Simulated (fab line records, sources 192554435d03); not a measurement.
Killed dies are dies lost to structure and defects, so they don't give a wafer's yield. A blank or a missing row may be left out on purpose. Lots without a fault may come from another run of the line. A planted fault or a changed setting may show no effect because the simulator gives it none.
Split-lot experiment | flow n5_finfet | 7 lots, 39 wafers read, on a route of 1938 steps

THE SPLIT
At N5_DUMMY_GATE_EXPOSE_12 (exposes mask GATE, target cd 25 nm), the setting dose_mj was moved away from the recipe's 34 on 18 of the 39 wafers read, by -7.5% to +7.1%. The other wafers ran this setting at the recipe's value.

FROM THE SPLIT TO THE READING: what the file shows between them, 2 steps
- N5_DUMMY_GATE_PEB_13: peb time 60 s
- N5_DUMMY_GATE_DEVELOP_14: develop time 30 s

THE READING
cd_nm, in nm, at N5_DUMMY_GATE_CD_MEAS_15 (target cd 25.8 nm). Fault-free wafers of this fab line usually give 24.96 nm, standard deviation 0.23 nm.

wafer  | tool, chamber at the split | dose_mj as run | against the recipe | cd_nm, nm | against lot-mates on the recipe
L074.1 | euv_scanner-01, 0          | 32.49          | -4.4%              | 25.77     | +0.80
L074.2 | euv_scanner-01, 0          | 32.49          | -4.4%              | 25.78     | +0.81
L074.3 | euv_scanner-01, 0          | 34             | recipe             | 25.19     | -
L074.4 | euv_scanner-01, 0          | 34             | recipe             | 24.74     | -
L074.5 | euv_scanner-01, 0          | 32.49          | -4.4%              | 25.74     | +0.77
L074.6 | euv_scanner-01, 0          | 34             | recipe             | 24.97     | -
L079.1 | euv_scanner-02, 0          | 36.41          | +7.1%              | 24.32     | -0.89
L079.2 | euv_scanner-02, 0          | 36.41          | +7.1%              | 23.84     | -1.37
L079.3 | euv_scanner-02, 0          | 34             | recipe             | 25.25     | -
L079.4 | euv_scanner-02, 0          | 34             | recipe             | 24.89     | -
L079.5 | euv_scanner-02, 0          | 34             | recipe             | 25.49     | -
L079.6 | euv_scanner-02, 0          | 36.41          | +7.1%              | 24.23     | -0.98
L080.1 | euv_scanner-02, 0          | 32.16          | -5.4%              | 26.11     | +1.22
L080.2 | euv_scanner-02, 0          | 34             | recipe             | 24.64     | -
L080.3 | euv_scanner-02, 0          | 32.16          | -5.4%              | 26.47     | +1.58
L080.4 | euv_scanner-02, 0          | 34             | recipe             | 24.85     | -
L080.5 | euv_scanner-02, 0          | 34             | recipe             | 25.17     | -
L080.6 | euv_scanner-02, 0          | 32.16          | -5.4%              | 26.10     | +1.21
L085.1 | euv_scanner-02, 0          | 34             | recipe             | 24.66     | -
L085.2 | euv_scanner-02, 0          | 35.06          | +3.1%              | 24.37     | -0.40
L085.3 | euv_scanner-02, 0          | 34             | recipe             | 24.83     | -
L085.4 | euv_scanner-02, 0          | 35.06          | +3.1%              | 24.07     | -0.70
L085.5 | euv_scanner-02, 0          | 34             | recipe             | 24.81     | -
L085.6 | euv_scanner-02, 0          | 35.06          | +3.1%              | 24.52     | -0.25
L089.2 | euv_scanner-02, 0          | 34             | recipe             | 24.82     | -
L089.3 | euv_scanner-02, 0          | 34             | recipe             | 25.14     | -
L089.5 | euv_scanner-02, 0          | 34             | recipe             | 24.59     | -
L093.1 | euv_scanner-01, 0          | 31.46          | -7.5%              | 26.31     | +1.13
L093.2 | euv_scanner-01, 0          | 34             | recipe             | 25.10     | -
L093.3 | euv_scanner-01, 0          | 31.46          | -7.5%              | 26.32     | +1.14
L093.4 | euv_scanner-01, 0          | 31.46          | -7.5%              | 26.82     | +1.64
L093.5 | euv_scanner-01, 0          | 34             | recipe             | 25.25     | -
L093.6 | euv_scanner-01, 0          | 34             | recipe             | 25.18     | -
L097.1 | euv_scanner-01, 0          | 35.41          | +4.1%              | 23.77     | -1.02
L097.2 | euv_scanner-01, 0          | 35.41          | +4.1%              | 24.06     | -0.73
L097.3 | euv_scanner-01, 0          | 35.41          | +4.1%              | 24.08     | -0.71
L097.4 | euv_scanner-01, 0          | 34             | recipe             | 25.09     | -
L097.5 | euv_scanner-01, 0          | 34             | recipe             | 24.60     | -
L097.6 | euv_scanner-01, 0          | 34             | recipe             | 24.67     | -

THE FIT
A straight line over all 39 wafers: cd_nm changes by -0.185 nm for each +1% of dose_mj; r = -0.93; the points scatter about the line by 0.28 nm.
The same after taking each lot's own level away (the mean of its wafers on the recipe; 39 wafers): -0.181 nm for each +1%; r = -0.95; scatter 0.22 nm.
On that fit, the largest move of dose_mj shifts the reading by 1.3 nm.
The lots' own levels span 24.767 to 25.210 nm, that is 1.9 times the standard deviation above.
So the lot-to-lot level changes the slope little: the two slopes agree.
Check: with one of the wafers moved furthest among these (-7.5%) left out of the fit, the line predicts +1.43 nm for it against its lot-mates. It came out at +1.13 nm against them.

THE WHOLE CHAIN: every reading that the file lists as answering this split, in the file's order
step                     | what it does                                                   | reading                                                           | change (the file's fit)               | r (the file's)
N5_DUMMY_GATE_CD_MEAS_15 | target cd 25.8 nm                                              | cd_nm                                                             | -0.181 nm for each +1% of the setting | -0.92
N5_DUMMY_GATE_TRIM_49    | chemistry O2, time 29 s, target cd 14 nm                       | DUMMY_GATE.cd_nm (the simulator's own value, which no gauge read) | -0.193 nm for each +1% of the setting | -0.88
N5_DUMMY_GATE_ETCH_44    | etches poly-Si in HBr/O2, stops on SiO2, target depth 127.5 nm | DUMMY_GATE.cd_nm (the simulator's own value, which no gauge read) | -0.209 nm for each +1% of the setting | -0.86
N5_DUMMY_GATE_ETCH_42    | etches SiO2 in CHF3/O2, target depth 3.5 nm, time 31 s         | DUMMY_GATE.cd_nm (the simulator's own value, which no gauge read) | -0.204 nm for each +1% of the setting | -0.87

THE FILE'S OWN FIT
cd_nm changes by -0.181 nm for each +1% of dose_mj, r = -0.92.
